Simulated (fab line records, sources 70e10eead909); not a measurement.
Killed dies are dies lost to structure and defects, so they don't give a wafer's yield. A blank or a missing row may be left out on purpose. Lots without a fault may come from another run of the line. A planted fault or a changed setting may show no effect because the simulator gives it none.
Chamber matching | flow nand_harc | NHARC_A_SGD_CUT_ETCH_58 on rie_diel-09: 4 sister chambers
The step etches the open film in CF4, target depth 39 nm, time 65 s. 4 wafers are shown with their chamber, then 7 later ones without.

WAFERS WITH THEIR CHAMBER
wafer  | chamber | drypump_motor_current_A (A)
L089.4 | 3       | 5.7
L089.5 | 1       | 5.1
L093.2 | 0       | 5.4
L093.5 | 2       | 5.2

WAFERS WITHOUT THEIR CHAMBER
wafer  | drypump_motor_current_A (A)
L093.6 | 5.1
L095.2 | 5.1
L095.3 | 5.2
L095.6 | 5.7
L096.1 | 5.7
L096.3 | 5.3
L096.4 | 5.4

WHICH CHAMBER EACH WENT THROUGH
wafer  | from the rows above     | in truth
L093.6 | 1                       | 1
L095.2 | 1                       | 1
L095.3 | 2                       | 2
L095.6 | 3                       | 3
L096.1 | 3                       | 3
L096.3 | can't be placed: 2 or 0 | 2
L096.4 | 0                       | 0
Placed correctly: 6 of 7. Can't be placed from these rows: 1 (the true chamber is among the candidates in 1). Placed wrongly: 0.
How it was worked out, from the rows above alone: a wafer's distance from a chamber is the root of the sum, over the readings, of the square of ((its reading less the chamber's mean) divided by the reading's scatter). The wafer belongs to the nearest chamber; if the next one is less than 2 further off, it can't be placed. A chamber's mean is the mean of its shown wafers. The scatter: with one shown wafer a chamber, the root of the mean of the squares of how far each hidden wafer lies from its nearest shown one.
